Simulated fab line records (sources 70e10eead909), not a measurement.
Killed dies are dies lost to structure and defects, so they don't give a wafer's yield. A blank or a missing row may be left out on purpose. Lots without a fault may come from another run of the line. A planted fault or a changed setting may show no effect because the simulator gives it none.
fab line records :: flow nandHarc
record
  lots=7
  wafers=18
  lastDay=24
route steps=1159 shown A_ONON_D1@432 END@1159
lots that met no fault: from a run of the same line without faults
startH: start of the lot's first displayed wafer, in hours after the record's first day :: waitH: hours elapsed since this lot's preceding step :: " the same as in the row above :: L1.1+2: one row covering several wafers at once :: - no value, or no start was given :: * or withheld: withheld :: < > ~ a bound
route shown NAME@n: a module of which the file shows steps, and the number in the route of the first :: usual: average and standard deviation across the fault-free wafers :: same: alike in all rows :: chamber/n: place in a boat :: sites: readings site by site :: _std_site: the standard deviation of these :: _edge_site: outer sites' mean less inner sites' :: radiusMm: for every site, how far away it sits from the centre of the wafer :: mask NAME#n: copy n :: behind: the tool/chamber that last shaped the wafer :: hold: reason for holding the lot/hours on hold/outcome of the hold :: device: names the non-switching transistor (n, p or np) :: end of line: the same wafers' tests at the end of the route :: a step given without rows: its recipe and nothing more :: killed: at the first sort, the dies lost to defects and structure; wafer yield is something else :: map: the dies of a wafer, with x for killed, . for not killed, _ for no die there
set.NAME: the setting as run; set.NAME@STEP: as run at that earlier step :: model.NAME: the simulator's own value behind a step, which no gauge read
certain route steps with their lots: each step a table, each wafer a row
services: when a tool's chamber went out of use (startH, in hours from the record's first day, below 0 if earlier), for how many hours, and the reason
## steps
# step NHARC_A_ONON_D1_DEP_12
# recipe
  targetThkA=10000
  n2FlowSccm=2750
  n2oFlowSccm=2000
  nh3FlowSccm=500
  sih4FlowSccm=210
  tempC=400
# step NHARC_A_ONON_D1_THK_MEAS_14
# recipe
  thkMeasGauge=ellipsometry
# usual
  thkNm=1001/8.4
lot.wafer: L608.1
tool: filmMetro-02
chamber: -
startH: 179.83
waitH: -
thkNm: 1012

lot.wafer: L608.2
tool: filmMetro-02
chamber: -
startH: 179.83
waitH: -
thkNm: 1013

lot.wafer: L608.5
tool: filmMetro-02
chamber: -
startH: 179.83
waitH: -
thkNm: 1011

lot.wafer: L616.3
tool: filmMetro-01
chamber: -
startH: 228.12
waitH: -
thkNm: 986

lot.wafer: L616.5
tool: filmMetro-01
chamber: -
startH: 228.12
waitH: -
thkNm: 986

lot.wafer: L618.3
tool: filmMetro-02
chamber: -
startH: 236.18
waitH: -
thkNm: 1006

lot.wafer: L618.5
tool: filmMetro-02
chamber: -
startH: 236.18
waitH: -
thkNm: 1005

lot.wafer: L622.2
tool: filmMetro-01
chamber: -
startH: 252.78
waitH: -
thkNm: 998

lot.wafer: L622.3
tool: filmMetro-01
chamber: -
startH: 252.78
waitH: -
thkNm: 997

lot.wafer: L622.4
tool: filmMetro-01
chamber: -
startH: 252.78
waitH: -
thkNm: 999

lot.wafer: L620.5
tool: filmMetro-02
chamber: -
startH: 252.81
waitH: -
thkNm: 1003

lot.wafer: L620.6
tool: filmMetro-02
chamber: -
startH: 252.81
waitH: -
thkNm: 1005

lot.wafer: L624.2
tool: filmMetro-01
chamber: -
startH: 269.63
waitH: -
thkNm: 1001

lot.wafer: L624.5
tool: filmMetro-01
chamber: -
startH: 269.63
waitH: -
thkNm: 1001

lot.wafer: L624.6
tool: filmMetro-01
chamber: -
startH: 269.63
waitH: -
thkNm: 1001

lot.wafer: L627.1
tool: filmMetro-01
chamber: -
startH: 277.73
waitH: -
thkNm: 1000

lot.wafer: L627.2
tool: filmMetro-01
chamber: -
startH: 277.73
waitH: -
thkNm: 999

lot.wafer: L627.3
tool: filmMetro-01
chamber: -
startH: 277.73
waitH: -
thkNm: 1000
# step NHARC_A_ONON_D1_ANNEAL_15
# recipe
  tempC=750
  timeS=3600
# step NHARC_A_ONON_D1_DEP_16
# recipe
  targetThkA=10000
  n2FlowSccm=2750
  n2oFlowSccm=2000
  nh3FlowSccm=500
  sih4FlowSccm=210
  tempC=400
# step NHARC_A_ONON_D1_THK_MEAS_18
# recipe
  thkMeasGauge=ellipsometry
# usual
  thkNm=1002/10
lot.wafer: L608.1
tool: filmMetro-02
chamber: -
startH: 187.30
waitH: -
thkNm: 1004

lot.wafer: L608.2
tool: filmMetro-02
chamber: -
startH: 187.30
waitH: -
thkNm: 1003

lot.wafer: L608.5
tool: filmMetro-02
chamber: -
startH: 187.30
waitH: -
thkNm: 1002

lot.wafer: L616.3
tool: filmMetro-02
chamber: -
startH: 235.26
waitH: -
thkNm: 992

lot.wafer: L616.5
tool: filmMetro-02
chamber: -
startH: 235.26
waitH: -
thkNm: 990

lot.wafer: L618.3
tool: filmMetro-02
chamber: -
startH: 243.01
waitH: -
thkNm: 998

lot.wafer: L618.5
tool: filmMetro-02
chamber: -
startH: 243.01
waitH: -
thkNm: 998

lot.wafer: L620.5
tool: filmMetro-01
chamber: -
startH: 260.80
waitH: -
thkNm: 1030

lot.wafer: L620.6
tool: filmMetro-01
chamber: -
startH: 260.80
waitH: -
thkNm: 1030

lot.wafer: L622.2
tool: filmMetro-02
chamber: -
startH: 260.81
waitH: -
thkNm: 1007

lot.wafer: L622.3
tool: filmMetro-02
chamber: -
startH: 260.81
waitH: -
thkNm: 1007

lot.wafer: L622.4
tool: filmMetro-02
chamber: -
startH: 260.81
waitH: -
thkNm: 1007

lot.wafer: L624.2
tool: filmMetro-02
chamber: -
startH: 278.78
waitH: -
thkNm: 1005

lot.wafer: L624.5
tool: filmMetro-02
chamber: -
startH: 278.78
waitH: -
thkNm: 1004

lot.wafer: L624.6
tool: filmMetro-02
chamber: -
startH: 278.78
waitH: -
thkNm: 1006

lot.wafer: L627.1
tool: filmMetro-02
chamber: -
startH: 284.84
waitH: -
thkNm: 997

lot.wafer: L627.2
tool: filmMetro-02
chamber: -
startH: 284.84
waitH: -
thkNm: 997

lot.wafer: L627.3
tool: filmMetro-02
chamber: -
startH: 284.84
waitH: -
thkNm: 995
# step NHARC_A_ONON_D1_DEP_19
# recipe
  targetThkA=10000
  n2FlowSccm=2750
  n2oFlowSccm=2000
  nh3FlowSccm=500
  sih4FlowSccm=210
  tempC=400
# step NHARC_A_ONON_D1_THK_MEAS_21
# recipe
  thkMeasGauge=ellipsometry
# usual
  thkNm=1000/10
lot.wafer: L608.1
tool: filmMetro-01
chamber: -
startH: 188.00
waitH: -
thkNm: 1008

lot.wafer: L608.2
tool: filmMetro-01
chamber: -
startH: 188.00
waitH: -
thkNm: 1008

lot.wafer: L608.5
tool: filmMetro-01
chamber: -
startH: 188.00
waitH: -
thkNm: 1006

lot.wafer: L616.3
tool: filmMetro-02
chamber: -
startH: 235.83
waitH: -
thkNm: 990

lot.wafer: L616.5
tool: filmMetro-02
chamber: -
startH: 235.83
waitH: -
thkNm: 993

lot.wafer: L618.3
tool: filmMetro-02
chamber: -
startH: 243.58
waitH: -
thkNm: 996

lot.wafer: L618.5
tool: filmMetro-02
chamber: -
startH: 243.58
waitH: -
thkNm: 997

lot.wafer: L620.5
tool: filmMetro-02
chamber: -
startH: 261.36
waitH: -
thkNm: 1004

lot.wafer: L620.6
tool: filmMetro-02
chamber: -
startH: 261.36
waitH: -
thkNm: 1004

lot.wafer: L622.2
tool: filmMetro-01
chamber: -
startH: 261.38
waitH: -
thkNm: 1007

lot.wafer: L622.3
tool: filmMetro-01
chamber: -
startH: 261.38
waitH: -
thkNm: 1004

lot.wafer: L622.4
tool: filmMetro-01
chamber: -
startH: 261.38
waitH: -
thkNm: 1004

lot.wafer: L624.2
tool: filmMetro-01
chamber: -
startH: 279.35
waitH: -
thkNm: 995

lot.wafer: L624.5
tool: filmMetro-01
chamber: -
startH: 279.35
waitH: -
thkNm: 995

lot.wafer: L624.6
tool: filmMetro-01
chamber: -
startH: 279.35
waitH: -
thkNm: 993

lot.wafer: L627.1
tool: filmMetro-01
chamber: -
startH: 285.41
waitH: -
thkNm: 989

lot.wafer: L627.2
tool: filmMetro-01
chamber: -
startH: 285.41
waitH: -
thkNm: 990

lot.wafer: L627.3
tool: filmMetro-01
chamber: -
startH: 285.41
waitH: -
thkNm: 990
# step NHARC_A_ONON_D1_DEP_22
# recipe
  targetThkA=10000
  n2FlowSccm=2750
  n2oFlowSccm=2000
  nh3FlowSccm=500
  sih4FlowSccm=210
  tempC=400
# step NHARC_A_ONON_D1_THK_MEAS_24
# recipe
  thkMeasGauge=ellipsometry
# usual
  thkNm=1001/9.5
lot.wafer: L608.1
tool: filmMetro-02
chamber: -
startH: 188.56
waitH: -
thkNm: 999

lot.wafer: L608.2
tool: filmMetro-02
chamber: -
startH: 188.56
waitH: -
thkNm: 998

lot.wafer: L608.5
tool: filmMetro-02
chamber: -
startH: 188.56
waitH: -
thkNm: 1000

lot.wafer: L616.3
tool: filmMetro-02
chamber: -
startH: 236.39
waitH: -
thkNm: 1000

lot.wafer: L616.5
tool: filmMetro-02
chamber: -
startH: 236.39
waitH: -
thkNm: 999

lot.wafer: L618.3
tool: filmMetro-02
chamber: -
startH: 244.15
waitH: -
thkNm: 1012

lot.wafer: L618.5
tool: filmMetro-02
chamber: -
startH: 244.15
waitH: -
thkNm: 1013

lot.wafer: L620.5
tool: filmMetro-01
chamber: -
startH: 261.93
waitH: -
thkNm: 1010

lot.wafer: L620.6
tool: filmMetro-01
chamber: -
startH: 261.93
waitH: -
thkNm: 1010

lot.wafer: L622.2
tool: filmMetro-02
chamber: -
startH: 261.94
waitH: -
thkNm: 990

lot.wafer: L622.3
tool: filmMetro-02
chamber: -
startH: 261.94
waitH: -
thkNm: 990

lot.wafer: L622.4
tool: filmMetro-02
chamber: -
startH: 261.94
waitH: -
thkNm: 991

lot.wafer: L624.2
tool: filmMetro-01
chamber: -
startH: 279.91
waitH: -
thkNm: 1007

lot.wafer: L624.5
tool: filmMetro-01
chamber: -
startH: 279.91
waitH: -
thkNm: 1008

lot.wafer: L624.6
tool: filmMetro-01
chamber: -
startH: 279.91
waitH: -
thkNm: 1007

lot.wafer: L627.1
tool: filmMetro-02
chamber: -
startH: 285.98
waitH: -
thkNm: 1010

lot.wafer: L627.2
tool: filmMetro-02
chamber: -
startH: 285.98
waitH: -
thkNm: 1007

lot.wafer: L627.3
tool: filmMetro-02
chamber: -
startH: 285.98
waitH: -
thkNm: 1008
# step NHARC_A_ONON_D1_DEP_25
# recipe
  targetThkA=10000
  n2FlowSccm=2750
  n2oFlowSccm=2000
  nh3FlowSccm=500
  sih4FlowSccm=210
  tempC=400
# step NHARC_A_ONON_D1_THK_MEAS_27
# recipe
  thkMeasGauge=ellipsometry
# usual
  thkNm=997/11
lot.wafer: L608.1
tool: filmMetro-01
chamber: -
startH: 189.14
waitH: -
thkNm: 1002

lot.wafer: L608.2
tool: filmMetro-01
chamber: -
startH: 189.14
waitH: -
thkNm: 1004

lot.wafer: L608.5
tool: filmMetro-01
chamber: -
startH: 189.14
waitH: -
thkNm: 1005

lot.wafer: L616.3
tool: filmMetro-02
chamber: -
startH: 236.96
waitH: -
thkNm: 991

lot.wafer: L616.5
tool: filmMetro-02
chamber: -
startH: 236.96
waitH: -
thkNm: 992

lot.wafer: L618.3
tool: filmMetro-02
chamber: -
startH: 244.72
waitH: -
thkNm: 999

lot.wafer: L618.5
tool: filmMetro-02
chamber: -
startH: 244.72
waitH: -
thkNm: 999

lot.wafer: L620.5
tool: filmMetro-01
chamber: -
startH: 262.49
waitH: -
thkNm: 996

lot.wafer: L620.6
tool: filmMetro-01
chamber: -
startH: 262.49
waitH: -
thkNm: 994

lot.wafer: L622.2
tool: filmMetro-01
chamber: -
startH: 262.51
waitH: -
thkNm: 1007

lot.wafer: L622.3
tool: filmMetro-01
chamber: -
startH: 262.51
waitH: -
thkNm: 1005

lot.wafer: L622.4
tool: filmMetro-01
chamber: -
startH: 262.51
waitH: -
thkNm: 1004

lot.wafer: L624.2
tool: filmMetro-02
chamber: -
startH: 280.47
waitH: -
thkNm: 1000

lot.wafer: L624.5
tool: filmMetro-02
chamber: -
startH: 280.47
waitH: -
thkNm: 1001

lot.wafer: L624.6
tool: filmMetro-02
chamber: -
startH: 280.47
waitH: -
thkNm: 1001

lot.wafer: L627.1
tool: filmMetro-02
chamber: -
startH: 286.55
waitH: -
thkNm: 984

lot.wafer: L627.2
tool: filmMetro-02
chamber: -
startH: 286.55
waitH: -
thkNm: 986

lot.wafer: L627.3
tool: filmMetro-02
chamber: -
startH: 286.55
waitH: -
thkNm: 986
# step NHARC_A_ONON_D1_DEP_28
# recipe
  targetThkA=10000
  n2FlowSccm=2750
  n2oFlowSccm=2000
  nh3FlowSccm=500
  sih4FlowSccm=210
  tempC=400
lot.wafer: L608.1+2+5
tool: pecvdOnon-02
chamber: 0
startH: 189.23
waitH: 0.1

lot.wafer: L616.3+5
tool: pecvdOnon-02
chamber: 0
startH: 237.13
waitH: 0.2

lot.wafer: L618.3+5
tool: pecvdOnon-02
chamber: 0
startH: 244.89
waitH: 0.2

lot.wafer: L622.2+3+4
tool: pecvdOnon-03
chamber: 0
startH: 262.63
waitH: 0.1

lot.wafer: L620.5+6
tool: pecvdOnon-02
chamber: 0
startH: 262.78
waitH: 0.3

lot.wafer: L624.2+5+6
tool: pecvdOnon-03
chamber: 0
startH: 280.59
waitH: 0.1

lot.wafer: L627.1+2+3
tool: pecvdOnon-03
chamber: 0
startH: 286.61
waitH: 0.1
# step NHARC_A_ONON_D1_THK_MEAS_30
# recipe
  thkMeasGauge=ellipsometry
# usual
  thkNm=998/11
lot.wafer: L608.1
tool: filmMetro-01
chamber: -
startH: 189.75
waitH: -
thkNm: 1006

lot.wafer: L608.2
tool: filmMetro-01
chamber: -
startH: 189.75
waitH: -
thkNm: 1004

lot.wafer: L608.5
tool: filmMetro-01
chamber: -
startH: 189.75
waitH: -
thkNm: 1006

lot.wafer: L616.3
tool: filmMetro-01
chamber: -
startH: 237.53
waitH: -
thkNm: 1004

lot.wafer: L616.5
tool: filmMetro-01
chamber: -
startH: 237.53
waitH: -
thkNm: 685

lot.wafer: L618.3
tool: filmMetro-02
chamber: -
startH: 245.29
waitH: -
thkNm: 985

lot.wafer: L618.5
tool: filmMetro-02
chamber: -
startH: 245.29
waitH: -
thkNm: 667

lot.wafer: L620.5
tool: filmMetro-02
chamber: -
startH: 263.06
waitH: -
thkNm: 681

lot.wafer: L620.6
tool: filmMetro-02
chamber: -
startH: 263.06
waitH: -
thkNm: 681

lot.wafer: L622.2
tool: filmMetro-01
chamber: -
startH: 263.08
waitH: -
thkNm: 986

lot.wafer: L622.3
tool: filmMetro-01
chamber: -
startH: 263.08
waitH: -
thkNm: 989

lot.wafer: L622.4
tool: filmMetro-01
chamber: -
startH: 263.08
waitH: -
thkNm: 988

lot.wafer: L624.2
tool: filmMetro-02
chamber: -
startH: 281.04
waitH: -
thkNm: 1013

lot.wafer: L624.5
tool: filmMetro-02
chamber: -
startH: 281.04
waitH: -
thkNm: 1014

lot.wafer: L624.6
tool: filmMetro-02
chamber: -
startH: 281.04
waitH: -
thkNm: 1013

lot.wafer: L627.1
tool: filmMetro-01
chamber: -
startH: 287.12
waitH: -
thkNm: 1015

lot.wafer: L627.2
tool: filmMetro-01
chamber: -
startH: 287.12
waitH: -
thkNm: 1017

lot.wafer: L627.3
tool: filmMetro-01
chamber: -
startH: 287.12
waitH: -
thkNm: 1016
# step NHARC_A_ONON_D1_DEP_33
# recipe
  targetThkA=2000
  tempC=400
  pressureTorr=6.5
  rfW=900
  teosFlowSccm=161.4
  flowSccm=2650
  targetThkNm=200
  gas=O2
  material=SiO2
# usual
  heaterPowerW=512/77
  showerheadVppV=1845/110
  throttleValvePct=16.3/0.72
lot.wafer: L608.1
tool: pecvd-04
chamber: 2
startH: 189.81
waitH: 0.1
heaterPowerW: 529
showerheadVppV: 1872
throttleValvePct: 15.8

lot.wafer: L608.2
tool: pecvd-04
chamber: 0
startH: 189.81
waitH: 0.1
heaterPowerW: 561
showerheadVppV: 2071
throttleValvePct: 16.2

lot.wafer: L608.5
tool: pecvd-04
chamber: 1
startH: 189.81
waitH: 0.1
heaterPowerW: 356
showerheadVppV: 1855
throttleValvePct: 16.1

lot.wafer: L616.3
tool: pecvd-03
chamber: 0
startH: 237.68
waitH: 0.1
heaterPowerW: 550
showerheadVppV: 1838
throttleValvePct: 16.3

lot.wafer: L616.5
tool: pecvd-03
chamber: 1
startH: 237.68
waitH: 0.1
heaterPowerW: 403
showerheadVppV: 1712
throttleValvePct: 17.5

lot.wafer: L618.3
tool: pecvd-03
chamber: 0
startH: 245.94
waitH: 0.7
heaterPowerW: 552
showerheadVppV: 1814
throttleValvePct: 16.2

lot.wafer: L618.5
tool: pecvd-03
chamber: 1
startH: 245.94
waitH: 0.7
heaterPowerW: 483
showerheadVppV: 1676
throttleValvePct: 17.7

lot.wafer: L620.5
tool: pecvd-04
chamber: 2
startH: 263.30
waitH: 0.2
heaterPowerW: 510
showerheadVppV: 1883
throttleValvePct: 15.8

lot.wafer: L620.6
tool: pecvd-04
chamber: 0
startH: 263.30
waitH: 0.2
heaterPowerW: 531
showerheadVppV: 2050
throttleValvePct: 16.4

lot.wafer: L622.3
tool: pecvd-04
chamber: 2
startH: 263.44
waitH: 0.4
heaterPowerW: 545
showerheadVppV: 1881
throttleValvePct: 16.0

lot.wafer: L622.2
tool: pecvd-04
chamber: 0
startH: 263.44
waitH: 0.4
heaterPowerW: 595
showerheadVppV: 2072
throttleValvePct: 16.0

lot.wafer: L622.4
tool: pecvd-04
chamber: 0
startH: 263.44
waitH: 0.4
heaterPowerW: 578
showerheadVppV: 2073
throttleValvePct: 16.3

lot.wafer: L624.2
tool: pecvd-01
chamber: 2
startH: 281.19
waitH: 0.1
heaterPowerW: 546
showerheadVppV: 1971
throttleValvePct: 15.3

lot.wafer: L624.6
tool: pecvd-01
chamber: 0
startH: 281.19
waitH: 0.1
heaterPowerW: 547
showerheadVppV: 1803
throttleValvePct: 17.0

lot.wafer: L624.5
tool: pecvd-01
chamber: 2
startH: 281.19
waitH: 0.1
heaterPowerW: 559
showerheadVppV: 1974
throttleValvePct: 15.3

lot.wafer: L627.3
tool: pecvd-01
chamber: 2
startH: 287.18
waitH: 0.1
heaterPowerW: 573
showerheadVppV: 1978
throttleValvePct: 15.5

lot.wafer: L627.1
tool: pecvd-01
chamber: 0
startH: 287.18
waitH: 0.1
heaterPowerW: 563
showerheadVppV: 1806
throttleValvePct: 16.8

lot.wafer: L627.2
tool: pecvd-01
chamber: 1
startH: 287.18
waitH: 0.1
heaterPowerW: 507
showerheadVppV: 1753
throttleValvePct: 16.0
# step NHARC_END_SORT_01
# recipe
  tempC=25
# usual
  killedAtArray=29/10
  killedAtOther=0.7/1.1
  killedAtPeriphery=3.2/2.2
  killedDies=33/11
  killedOpen=3.5/1.8
  killedShort=2.0/1.4
# same
  grossDies=677
lot.wafer: L616.5
tool: prober-01
chamber: 0
startH: 516.93
waitH: 3.8
killedAtArray: 673
killedAtOther: 0
killedAtPeriphery: 4
killedDies: 677
killedOpen: 5
killedShort: 3

lot.wafer: L618.5
tool: prober-02
chamber: 0
startH: 517.11
waitH: 3.7
killedAtArray: 671
killedAtOther: 1
killedAtPeriphery: 5
killedDies: 677
killedOpen: 7
killedShort: 0

lot.wafer: L620.5
tool: prober-02
chamber: 0
startH: 537.51
waitH: 3.7
killedAtArray: 674
killedAtOther: 0
killedAtPeriphery: 3
killedDies: 677
killedOpen: 3
killedShort: 2

lot.wafer: L620.6
tool: prober-02
chamber: 0
startH: 538.31
waitH: 4.0
killedAtArray: 674
killedAtOther: 0
killedAtPeriphery: 3
killedDies: 677
killedOpen: 2
killedShort: 4
# killed by level:class
L616.5 A_ONON_D1:areaDep=657 A_CONTACT:chamberFilmFlake=5 A_CONTACT:geometricParticle:open=3 P_GATE:chamberFilmFlake=2 A_WL_FILL:chamberFilmFlake=2 P_GATE:geometricParticle:short=1 A_CHANNEL_HOLE_D1:geometricParticle:open=1 A_CHANNEL_FILL_D1:geometricParticle:short=1
L618.5 A_ONON_D1:areaDep=641 A_CHANNEL_HOLE_D1:chamberFilmFlake=15 A_STAIRCASE:chamberFilmFlake=4 A_ONON_D1:geometricParticle:open=3 P_M2:chamberFilmFlake=3 A_CONTACT:geometricParticle:open=2 A_SLIT:chamberFilmFlake=2 A_CONTACT:chamberFilmFlake=2
L620.5 A_ONON_D1:areaDep=662 A_CONTACT:chamberFilmFlake=4 A_CONTACT:geometricParticle:open=2 A_STAIRCASE:chamberFilmFlake=2 A_BONDPAD:chamberFilmFlake=2 P_GATE:geometricParticle:short=1 P_CONTACT:geometricParticle:short=1 A_WL_FILL:geometricParticle:open=1
L620.6 A_ONON_D1:areaDep=654 A_CHANNEL_HOLE_D1:chamberFilmFlake=7 A_CONTACT:chamberFilmFlake=5 A_BONDPAD:chamberFilmFlake=4 A_WL_FILL:geometricParticle:short=3 P_STI:geometricParticle:open=1 P_CONTACT:geometricParticle:open=1 P_M0:geometricParticle:short=1
# map L616.5 (x killed, . not)
____________x____________
_________xxxxxxx_________
_______xxxxxxxxxxx_______
______xxxxxxxxxxxxx______
_____xxxxxxxxxxxxxxx_____
____xxxxxxxxxxxxxxxxx____
____xxxxxxxxxxxxxxxxx____
___xxxxxxxxxxxxxxxxxxx___
___xxxxxxxxxxxxxxxxxxx___
__xxxxxxxxxxxxxxxxxxxxx__
__xxxxxxxxxxxxxxxxxxxxx__
_xxxxxxxxxxxxxxxxxxxxxxx_
_xxxxxxxxxxxxxxxxxxxxxxx_
_xxxxxxxxxxxxxxxxxxxxxxx_
_xxxxxxxxxxxxxxxxxxxxxxx_
_xxxxxxxxxxxxxxxxxxxxxxx_
xxxxxxxxxxxxxxxxxxxxxxxxx
xxxxxxxxxxxxxxxxxxxxxxxxx
xxxxxxxxxxxxxxxxxxxxxxxxx
xxxxxxxxxxxxxxxxxxxxxxxxx
xxxxxxxxxxxxxxxxxxxxxxxxx
_xxxxxxxxxxxxxxxxxxxxxxx_
_xxxxxxxxxxxxxxxxxxxxxxx_
_xxxxxxxxxxxxxxxxxxxxxxx_
_xxxxxxxxxxxxxxxxxxxxxxx_
_xxxxxxxxxxxxxxxxxxxxxxx_
__xxxxxxxxxxxxxxxxxxxxx__
__xxxxxxxxxxxxxxxxxxxxx__
___xxxxxxxxxxxxxxxxxxx___
___xxxxxxxxxxxxxxxxxxx___
____xxxxxxxxxxxxxxxxx____
____xxxxxxxxxxxxxxxxx____
_____xxxxxxxxxxxxxxx_____
______xxxxxxxxxxxxx______
_______xxxxxxxxxxx_______
_________xxxxxxx_________
____________x____________
# map L618.5 (x killed, . not)
____________x____________
_________xxxxxxx_________
_______xxxxxxxxxxx_______
______xxxxxxxxxxxxx______
_____xxxxxxxxxxxxxxx_____
____xxxxxxxxxxxxxxxxx____
____xxxxxxxxxxxxxxxxx____
___xxxxxxxxxxxxxxxxxxx___
___xxxxxxxxxxxxxxxxxxx___
__xxxxxxxxxxxxxxxxxxxxx__
__xxxxxxxxxxxxxxxxxxxxx__
_xxxxxxxxxxxxxxxxxxxxxxx_
_xxxxxxxxxxxxxxxxxxxxxxx_
_xxxxxxxxxxxxxxxxxxxxxxx_
_xxxxxxxxxxxxxxxxxxxxxxx_
_xxxxxxxxxxxxxxxxxxxxxxx_
xxxxxxxxxxxxxxxxxxxxxxxxx
xxxxxxxxxxxxxxxxxxxxxxxxx
xxxxxxxxxxxxxxxxxxxxxxxxx
xxxxxxxxxxxxxxxxxxxxxxxxx
xxxxxxxxxxxxxxxxxxxxxxxxx
_xxxxxxxxxxxxxxxxxxxxxxx_
_xxxxxxxxxxxxxxxxxxxxxxx_
_xxxxxxxxxxxxxxxxxxxxxxx_
_xxxxxxxxxxxxxxxxxxxxxxx_
_xxxxxxxxxxxxxxxxxxxxxxx_
__xxxxxxxxxxxxxxxxxxxxx__
__xxxxxxxxxxxxxxxxxxxxx__
___xxxxxxxxxxxxxxxxxxx___
___xxxxxxxxxxxxxxxxxxx___
____xxxxxxxxxxxxxxxxx____
____xxxxxxxxxxxxxxxxx____
_____xxxxxxxxxxxxxxx_____
______xxxxxxxxxxxxx______
_______xxxxxxxxxxx_______
_________xxxxxxx_________
____________x____________
## services
tool: pecvd-04
chamber: 2
startH: 177.51
hours: 5.0
kind: repair

tool: pecvd-04
chamber: -
startH: 195.00
hours: 13.0
kind: pm

tool: pecvd-04
chamber: 0
startH: 195.00
hours: 13.0
kind: ventCycle

tool: pecvd-04
chamber: 1
startH: 195.00
hours: 13.0
kind: ventCycle

tool: pecvd-04
chamber: 2
startH: 195.00
hours: 13.0
kind: ventCycle

tool: pecvd-04
chamber: 0
startH: 208.00
hours: -
kind: clean

tool: pecvd-04
chamber: 1
startH: 208.00
hours: -
kind: clean

tool: pecvd-04
chamber: 2
startH: 208.00
hours: -
kind: clean

tool: pecvdOnon-03
chamber: -
startH: 212.82
hours: 20.0
kind: repair

tool: pecvd-01
chamber: -
startH: 237.40
hours: 13.0
kind: pm

tool: pecvd-01
chamber: 0
startH: 237.40
hours: 13.0
kind: ventCycle

tool: pecvd-01
chamber: 1
startH: 237.40
hours: 13.0
kind: ventCycle

tool: pecvd-01
chamber: 2
startH: 237.40
hours: 13.0
kind: ventCycle

tool: pecvd-04
chamber: -
startH: 244.85
hours: 1.2
kind: repair

tool: pecvd-01
chamber: 0
startH: 250.40
hours: -
kind: clean

tool: pecvd-01
chamber: 1
startH: 250.40
hours: -
kind: clean

tool: pecvd-01
chamber: 2
startH: 250.40
hours: -
kind: clean
## key
firstSign
  step=NHARC_A_ONON_D1_THK_MEAS_30
  reading=thkNm
  direction=down
  sigmas=29
  usual=998
  struck=678
effect
  step=NHARC_END_SORT_01
  reading=killedAtArray
  direction=up
  sigmas=63
  usual=29
  struck=673
moreKillsBornAt
  NHARC_A_ONON_D1_DEP_28@pecvdOnon-02=2614
metAt NHARC_A_ONON_D1_DEP_28
struckWafers L616.5,L618.5,L620.5,L620.6
laterRowsLeftOut L616.5,L618.5,L620.5,L620.6
testerLeftOut L616,L618,L620
onsetBetween 189.23 237.13
fault
  kind=processParameterDrift
  tool=pecvdOnon-02
  chamber=-
  onsetH=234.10
  steps=NHARC_A_ONON_D1_DEP_28
  channel=targetThkA
  offset=*
  shape=step
  endH=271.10
  scope=struckWafersOnly
  actsIn=*
  stated=*
# testerLeftOut: of these lots the tester's yield and bins aren't shown, on N5 and GAA mostly nor the transistor test; their killed dies are dies lost to structure and defects alone, not to doping, threshold or leakage, so they don't give the yield
# laterRowsLeftOut: the simulator's readings of these wafers behind a module that went badly wrong aren't trusted and aren't shown, but for the sort
